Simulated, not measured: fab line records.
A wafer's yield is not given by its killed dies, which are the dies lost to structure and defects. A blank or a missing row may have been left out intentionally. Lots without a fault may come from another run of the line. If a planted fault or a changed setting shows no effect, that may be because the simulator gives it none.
fab line records    flow n5-finfet
record lots=6  wafers=18  last-day=17
route steps=1938 shown STI_FIN_REVEAL@184
lots that met no fault: taken from a fault-free run of the same line
start-h: hours from the record's first day to the start of the lot's first wafer shown    wait-h: hours since the lot's step before    " the same as in the row above    L1.1+2: several wafers, shown together as one row    - value missing, or start not given    * or withheld: withheld    < > ~ a bound
route shown NAME@n: NAME is a module with steps in the file, n the number in the route of the first one    usual: average and standard deviation across the fault-free wafers    same: alike in all rows    chamber/n: place in a boat    sites: per-site readings    _std_site: standard deviation across them    _edge_site: inner sites' mean taken away from outer sites' mean    radius-mm: for every site, how far away it sits from the centre of the wafer    mask NAME#n: copy n    behind: the most recent tool/chamber to have shaped the wafer    hold: reason for holding the lot/hours on hold/outcome of the hold    device: the transistor (n, p or np) that didn't switch    end of line: at the end of the route, the tests of the same wafers    for a step that has no rows: nothing shown but its recipe    killed: at the first sort, the dies lost to defects and structure; wafer yield is something else    map: a wafer's dies, marking killed ones x, the rest . and places with no die _
set.NAME: the setting the step ran with; set.NAME@STEP: the setting that earlier step ran with    model.NAME: the simulator's own value behind a step, which no gauge read
lots seen at some steps along the route; tables by step, rows by wafer
services: when a tool's chamber went out of use (start-h, in hours from the record's first day, below 0 if earlier), for how many hours, and the reason
## steps
# step N5_STI_FIN_REVEAL_ALD_14
# recipe material=Si3N4  target-thk-a=30  temp-c=400  ald-precursor-family=SiH2I2  ald-co-reactant=N2/H2-plasma  pressure-torr=2
# usual heater-power-w=832/130
lot.wafer  tool        chamber  start-h  wait-h  heater-power-w
L625.3     ald-sin-03  3        39.65    0.0     839
L625.4     "           2        "        "       690
L625.6     "           1        "        "       590
L626.4     ald-sin-01  3        45.90    0.0     899
L626.5     "           2        "        "       711
L626.6     "           3        "        "       920
L629.1     ald-sin-03  1        64.58    0.0     587
L629.4     "           0        "        "       1040
L629.5     "           1        "        "       577
L630.2     ald-sin-02  1        70.94    0.0     827
L630.4     "           3        "        "       875
L630.5     "           3        "        "       887
L642.3     ald-sin-01  1        143.19   0.0     909
L642.4     "           2        "        "       770
L642.6     "           2        "        "       762
L646.2     ald-sin-02  2        166.74   0.0     887
L646.3     "           0        "        "       1045
L646.5     "           1        "        "       869
# step N5_STI_FIN_REVEAL_FCVD_FILL_01
# recipe material=SiO2_flowable  target-thk-a=3120  temp-c=100  pressure-torr=0.8  rf-w=2000  time-s=512.2
# step N5_STI_FIN_REVEAL_DENSIFY_02
# recipe temp-c=650  ambient=steam  time-s=1800  idle-temp-c=400  densification-p-h2o-torr=640
# step N5_STI_FIN_REVEAL_CMP_04
# recipe stop-on=Si3N4  t-overpolish-s=4  down-force-psi=2  platen-rpm=54.18  post-cmp-clean=alkaline-brush  pad-velocity-m-s=1.078  target-thk-nm=131.83
# usual motor-current-A=7.9/0.86  overpolish-run-s=4.000/0.0094  slurry-flow-ml-min=150.1/0.52  time-to-endpoint-s=102/4.4
lot.wafer  tool    chamber  start-h  wait-h  motor-current-A  overpolish-run-s  slurry-flow-ml-min  time-to-endpoint-s
L625.3     cmp-04  1        46.03    0.1     8.1              3.986             149.3               99
L625.4     "       2        "        "       7.8              4.009             150.1               105
L625.6     "       3        "        "       6.5              4.005             150.5               103
L626.4     cmp-01  3        51.01    0.1     7.8              3.999             150.1               109
L626.5     "       1        "        "       8.0              4.006             149.5               110
L626.6     "       2        "        "       8.4              4.000             149.5               103
L629.1     cmp-01  1        69.64    0.0     7.5              3.983             149.2               107
L629.4     "       2        "        "       8.3              4.002             150.2               99
L629.5     "       2        "        "       8.4              3.995             149.7               101
L630.4     cmp-03  1        76.02    0.1     9.0              4.006             150.3               105
L630.2     "       3        "        "       9.5              3.986             149.2               104
L630.5     "       0        "        "       8.3              4.002             149.8               103
L642.4     cmp-03  2        148.23   0.0     9.8              4.011             149.6               96
L642.3     "       1        "        "       8.9              4.008             149.7               108
L642.6     "       2        "        "       8.7              4.013             149.6               97
L646.3     cmp-01  2        171.81   0.1     8.4              3.996             151.0               98
L646.2     "       3        "        "       7.9              3.996             150.1               108
L646.5     "       1        "        "       7.4              3.997             150.1               111
# step N5_STI_FIN_REVEAL_THK_MEAS_05
# usual thk-nm=131.8/1.3
lot.wafer  tool           chamber  start-h  wait-h  thk-nm
L625.3     film-metro-02  -        46.25    -       132.0
L625.4     "              -        "        "       131.5
L625.6     "              -        "        "       130.7
L626.4     film-metro-01  -        51.23    -       135.1
L626.5     "              -        "        "       134.5
L626.6     "              -        "        "       132.4
L629.1     film-metro-02  -        69.93    -       134.7
L629.4     "              -        "        "       130.7
L629.5     "              -        "        "       131.5
L630.2     film-metro-02  -        76.27    -       131.6
L630.4     "              -        "        "       132.8
L630.5     "              -        "        "       131.2
L642.3     film-metro-01  -        148.52   -       132.9
L642.4     "              -        "        "       130.7
L642.6     "              -        "        "       131.1
L646.2     film-metro-01  -        172.07   -       133.4
L646.3     "              -        "        "       129.9
L646.5     "              -        "        "       130.9
# step N5_STI_FIN_REVEAL_DENSIFY_30
# recipe temp-c=*  time-s=*  ambient=N2  idle-temp-c=600  ramp-up-c-per-s=150  ramp-down-c-per-s=60  cool-to-c=600
# step N5_STI_FIN_REVEAL_ETCHBACK_08
# recipe chemistry=C4F6/O2  target=SiO2  target-depth-a=305  time-s=10.167  ion-energy-ev=250  pressure-mtorr=30  source-w=345  bias-w=185  Ar_flow_sccm=300  C4F6_flow_sccm=10  O2_flow_sccm=10
# step N5_STI_FIN_REVEAL_STRIP_24
# recipe chemistry=N2/H2  time-s=90  power-w=100  temp-c=40  pressure-mtorr=100  rf-frequency-hz=6e+07  bias-power-w=3  n2-flow-sccm=300  h2-flow-sccm=300
# usual bias-power-w=2.999/0.0096  drypump-motor-current-A=5.7/0.33  h2-flow-sccm=300.1/0.88  oes-product-au=0.77/0.059  rf-vpp-V=45.2/0.79  showerhead-plenum-p-Torr=3.38/0.12  throttle-valve-pct=12.30/0.19
lot.wafer  tool         chamber  start-h  wait-h  bias-power-w  drypump-motor-current-A  h2-flow-sccm  oes-product-au  rf-hours-counter-h  rf-vpp-V  showerhead-plenum-p-Torr  throttle-valve-pct
L625.3     rie-diel-06  2        46.53    0.0     2.998         6.3                      300.7         0.73            205                 43.1      3.22                      12.42
L625.4     "            0        "        "       3.009         5.8                      300.8         0.78            126                 45.3      3.54                      12.27
L625.6     "            0        "        "       3.010         5.8                      299.8         0.77            -                   45.1      3.54                      12.24
L626.4     rie-diel-06  2        51.74    0.0     2.992         6.3                      301.5         0.73            207                 44.4      3.22                      12.44
L626.5     "            3        "        "       3.012         5.2                      300.6         0.78            -                   44.2      3.25                      11.98
L626.6     "            2        "        "       2.999         6.3                      301.2         0.73            -                   45.4      3.22                      12.42
L629.1     rie-diel-06  1        70.20    0.0     3.002         5.4                      300.2         0.77            162                 44.9      3.38                      12.48
L629.4     "            2        "        "       2.992         6.3                      299.4         0.73            215                 44.4      3.21                      12.46
L629.5     "            0        "        "       3.009         5.8                      300.1         0.76            -                   44.4      3.54                      12.28
L630.2     rie-diel-03  3        76.57    0.0     3.015         5.9                      300.3         0.92            17                  45.5      3.59                      12.02
L630.4     "            2        "        "       2.989         6.2                      299.4         0.74            188                 45.2      3.36                      12.26
L630.5     "            1        "        "       3.017         5.3                      301.3         0.72            -                   44.9      3.51                      12.22
L642.3     rie-diel-03  1        148.96   0.0     3.001         5.3                      301.0         0.71            178                 44.4      3.50                      12.28
L642.4     "            3        "        "       2.978         5.9                      301.2         0.87            41                  46.1      3.57                      12.06
L642.6     "            0        "        "       2.978         5.6                      299.2         0.78            -                   45.9      3.27                      12.41
L646.2     rie-diel-02  1        172.42   0.0     3.001         5.9                      300.1         0.72            211                 44.2      3.48                      12.59
L646.3     "            3        "        "       3.007         5.6                      299.3         0.73            207                 46.1      3.34                      12.69
L646.5     "            2        "        "       2.988         5.5                      299.7         0.71            -                   45.5      3.35                      12.30
# step N5_STI_FIN_REVEAL_PRECLEAN_25
# recipe chemistry=SPM  time-s=90  temp-c=120  mix=4:1
# step N5_STI_FIN_REVEAL_PRECLEAN_26
# recipe chemistry=SC1  time-s=45  temp-c=46  mix=1:2:100
# step N5_STI_FIN_REVEAL_PRECLEAN_29
# recipe chemistry=DHF  time-s=30  temp-c=25  dilution=300:1
# step N5_STI_FIN_REVEAL_SRD_12
# recipe time-s=30  temp-c=23  rinse-liquid=diw  dry=ipa-marangoni
# step N5_STI_FIN_REVEAL_RECESS_09
# recipe chemistry=HF/NH3  target=SiO2  afs-cycles=11  target-depth-a=425  temp-c=30  sublimation-temp-c=180  sublimation-time-s=60
# usual drypump-motor-current-A=5.42/0.22
lot.wafer  tool           chamber  start-h  wait-h  drypump-motor-current-A
L625.3     vapor-etch-01  1        47.27    0.6     5.70
L625.4     "              0        "        "       5.15
L625.6     "              0        "        "       5.16
L626.4     vapor-etch-02  0        52.48    0.6     5.51
L626.5     "              0        "        "       5.50
L626.6     "              1        "        "       5.29
L629.1     vapor-etch-01  1        70.43    0.0     5.69
L629.4     "              1        "        "       5.70
L629.5     "              0        "        "       5.17
L630.2     vapor-etch-01  0        76.78    0.0     5.17
L630.4     "              0        "        "       5.16
L630.5     "              1        "        "       5.70
L642.3     vapor-etch-02  0        149.70   0.6     5.50
L642.4     "              1        "        "       5.31
L642.6     "              1        "        "       5.32
L646.2     vapor-etch-01  1        172.64   0.0     5.71
L646.3     "              0        "        "       5.17
L646.5     "              1        "        "       5.71
# step N5_STI_FIN_REVEAL_STRIP_16
# recipe chemistry=H3PO4  material=SiNx  temp-c=165  target-depth-a=238  overetch-fraction=0.4964  dry=ipa-marangoni
# step N5_STI_FIN_REVEAL_PRECLEAN_17
# recipe chemistry=NF3:NH3  afs-cycles=1  temp-c=30  time-s=20  sublimation-temp-c=180  sublimation-time-s=60  pressure-torr=3  rf-power-w=30
# step N5_STI_FIN_REVEAL_ETCH_34
# recipe chemistry=H2  mode=isotropic  material=Si  target=Si  target-depth-a=9.7  temp-c=20  pressure-mtorr=4.5  icp-w=300  bias-w=0  h2-flow-sccm=7.5  he-flow-sccm=142.5
# usual drypump-motor-current-A=5.7/0.49  h2-flow-sccm=7.501/0.021  oes-product-au=0.987/0.015  rf-fwd-power-W=296.8/1.5  throttle-valve-pct=25.8/0.49
lot.wafer  tool       chamber  start-h  wait-h  drypump-motor-current-A  h2-flow-sccm  oes-product-au  rf-fwd-power-W  rf-hours-counter-h  throttle-valve-pct
L625.3     rie-si-04  1        48.83    0.1     5.6                      7.509         0.992           296.3           15                  25.8
L625.4     "          3        "        "       5.5                      7.485         1.003           295.6           161                 25.1
L625.6     "          3        "        "       5.5                      7.494         1.008           297.4           -                   25.1
L626.4     rie-si-04  1        54.04    0.1     5.6                      7.540         0.988           297.7           15                  25.8
L626.5     "          3        "        "       5.5                      7.521         0.997           296.8           -                   25.1
L626.6     "          2        "        "       5.7                      7.497         0.972           297.4           -                   25.6
L629.1     rie-si-05  2        72.52    0.2     5.7                      7.531         0.957           299.0           41                  26.2
L629.4     "          3        "        "       5.9                      7.520         0.986           296.2           65                  26.2
L629.5     "          2        "        "       5.7                      7.517         0.960           296.4           -                   26.2
L630.2     rie-si-05  3        78.87    0.1     5.9                      7.540         0.996           296.3           65                  26.2
L630.4     "          2        "        "       5.7                      7.530         0.954           297.6           41                  26.2
L630.5     "          0        "        "       6.3                      7.537         1.008           292.8           -                   25.7
L642.3     rie-si-04  0        151.27   0.1     6.1                      7.543         0.975           294.7           129                 26.8
L642.4     "          1        "        "       5.6                      7.504         0.975           296.8           17                  25.8
L642.6     "          3        "        "       5.5                      7.487         0.993           295.0           -                   25.1
L646.2     rie-si-05  0        174.73   0.1     6.3                      7.490         0.997           296.0           7                   25.7
L646.3     "          2        "        "       5.6                      7.528         0.970           298.2           43                  26.2
L646.5     "          3        "        "       5.9                      7.469         0.987           292.8           -                   26.2
# step N5_STI_FIN_REVEAL_OXIDATION_31
# recipe chemistry=O2_PLASMA_REMOTE  temp-c=150  time-s=20  pressure-mtorr=1000  source-power-w=2000  o2-flow-sccm=3000
# step N5_STI_FIN_REVEAL_PRECLEAN_32
# recipe chemistry=NF3:NH3  afs-cycles=1  temp-c=30  time-s=20  sublimation-temp-c=180  sublimation-time-s=60  pressure-torr=3  rf-power-w=30
# step N5_STI_FIN_REVEAL_STRIP_35
# recipe chemistry=H3PO4  material=Si3N4  temp-c=165  target-depth-a=40  time-s=39
# step N5_STI_FIN_REVEAL_SRD_21
# recipe dry=ipa-marangoni  time-s=30  temp-c=23  rinse-liquid=diw
# step N5_STI_FIN_REVEAL_OXIDATION_33
# recipe chemistry=O2_PLASMA_REMOTE  temp-c=150  time-s=20  pressure-mtorr=1000  source-power-w=2000  o2-flow-sccm=3000
# usual drypump-motor-current-A=5.8/0.52  heater-power-w=151/4.2  rf-fwd-power-W=1985/7.8
lot.wafer  tool             chamber  start-h  wait-h  drypump-motor-current-A  heater-power-w  rf-fwd-power-W  rf-hours-counter-h
L625.3     plasma-asher-01  0        49.26    0.0     6.5                      146             1993            -
L625.4     "                1        "        "       6.0                      149             1984            -
L625.6     "                0        "        "       6.4                      146             1991            -
L626.4     plasma-asher-01  0        54.48    0.0     6.4                      143             1999            -
L626.5     "                1        "        "       6.0                      149             1973            -
L626.6     "                0        "        "       6.4                      149             1993            -
L629.1     plasma-asher-02  1        72.99    0.0     5.2                      157             1988            35
L629.4     "                1        "        "       5.2                      153             1986            -
L629.5     "                0        "        "       5.2                      153             1978            -
L630.2     plasma-asher-02  1        79.35    0.0     5.2                      161             1987            36
L630.4     "                1        "        "       5.2                      160             1985            -
L630.5     "                1        "        "       5.2                      154             2002            -
L642.3     plasma-asher-01  0        152.14   0.2     6.4                      142             1988            -
L642.4     "                1        "        "       6.0                      152             1968            -
L642.6     "                0        "        "       6.5                      146             1994            -
L646.2     plasma-asher-01  1        175.14   0.0     6.0                      151             1981            110
L646.3     "                1        "        "       6.0                      149             1979            -
L646.5     "                0        "        "       6.4                      145             1991            -
# step N5_STI_FIN_REVEAL_CLEAN_19
# recipe chemistry=O3/DIW  temp-c=25  time-s=120  o3-ppm=10
# step N5_STI_FIN_REVEAL_SRD_23
# recipe dry=ipa-marangoni  time-s=30  temp-c=23  rinse-liquid=diw
# step N5_STI_FIN_REVEAL_CD_MEAS_22
# recipe target-cd-nm=6.238  pitch-nm=28  polarity=line
# usual cd-nm=6.30/0.27
lot.wafer  tool       chamber  start-h  wait-h  cd-nm
L625.3     cd-sem-02  -        49.41    0.0     6.53
L625.4     "          -        "        "       6.46
L625.6     "          -        "        "       6.64
L626.4     cd-sem-01  -        54.63    0.0     6.62
L626.5     "          -        "        "       6.38
L626.6     "          -        "        "       5.94
L629.1     cd-sem-01  -        73.16    0.0     6.03
L629.4     "          -        "        "       6.12
L629.5     "          -        "        "       5.87
L630.2     cd-sem-03  -        79.51    0.0     6.11
L630.4     "          -        "        "       6.40
L630.5     "          -        "        "       5.75
L642.3     cd-sem-02  -        152.29   0.0     6.67
L642.4     "          -        "        "       6.30
L642.6     "          -        "        "       6.34
L646.2     cd-sem-01  -        175.31   0.0     6.61
L646.3     "          -        "        "       6.22
L646.5     "          -        "        "       6.21
# step N5_STI_FIN_REVEAL_FIN_H_MEAS_10
# usual trench-depth-nm=52.0/0.58
lot.wafer  tool    chamber  start-h  wait-h  trench-depth-nm
L625.3     ocd-02  -        49.44    0.0     52.4
L625.4     "       -        "        "       52.3
L625.6     "       -        "        "       52.9
L626.4     ocd-01  -        54.66    0.0     52.3
L626.5     "       -        "        "       52.3
L626.6     "       -        "        "       51.8
L629.1     ocd-02  -        73.19    0.0     52.7
L629.4     "       -        "        "       52.5
L629.5     "       -        "        "       44.4
L630.2     ocd-01  -        79.54    0.0     43.6
L630.4     "       -        "        "       43.1
L630.5     "       -        "        "       51.9
L642.3     ocd-01  -        152.32   0.0     52.0
L642.4     "       -        "        "       51.7
L642.6     "       -        "        "       51.8
L646.2     ocd-01  -        175.34   0.0     52.1
L646.3     "       -        "        "       51.8
L646.5     "       -        "        "       52.6
# step N5_STI_FIN_REVEAL_PRECLEAN_18
# recipe chemistry=SC2  time-s=45  temp-c=35  mix=1:1:50
## services
tool             chamber  start-h  hours  kind
ald-sin-03       2        16.31    6.6    repair
cmp-01           -        16.64    5.0    pm
rie-si-04        -        28.21    0.3    repair
ald-sin-03       0        37.63    4.8    repair
cmp-04           -        39.86    2.2    repair
ald-sin-02       -        50.88    1.8    repair
rie-diel-02      -        58.78    1.6    repair
rie-si-04        -        59.68    0.6    repair
cmp-01           -        62.62    4.0    pm
cmp-03           -        67.46    6.0    pm
rie-diel-02      2        69.19    10.5   repair
ald-sin-02       0        76.05    8.1    repair
cmp-03           -        79.05    1.3    repair
ald-sin-01       -        85.84    14.0   pm
cmp-01           -        86.09    5.9    pm
ald-sin-02       -        95.70    6.0    pm
vapor-etch-01    -        111.01   2.8    pm
ald-sin-03       -        111.26   6.0    pm
rie-diel-06      3        119.33   22.6   repair
ald-sin-02       3        123.38   3.3    repair
ald-sin-02       -        140.54   0.7    repair
plasma-asher-02  -        148.95   4.9    repair
rie-si-04        3        161.85   2.6    repair
cmp-03           -        169.80   1.1    repair
## key
first-sign step=N5_STI_FIN_REVEAL_FIN_H_MEAS_10  reading=trench-depth-nm  direction=down  sigmas=14  usual=52.0  struck=43.7
effect none on later readings
met-at N5_STI_FIN_REVEAL_RECESS_09
struck-wafers L629.5,L630.2,L630.4
tester-left-out L629,L630
onset-between 47.27 70.43
fault kind=process-parameter-drift  tool=vapor-etch-01  chamber=0  onset-h=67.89  steps=N5_STI_FIN_REVEAL_RECESS_09  channel=target-depth-a  offset=-79.739  shape=step  end-h=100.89  acts-in=these-recipes-only  stated=425
# tester-left-out: of these lots the tester's yield and bins aren't shown, on N5 and GAA mostly nor the transistor test; their killed dies are dies lost to structure and defects alone, not to doping, threshold or leakage, so they don't give the yield
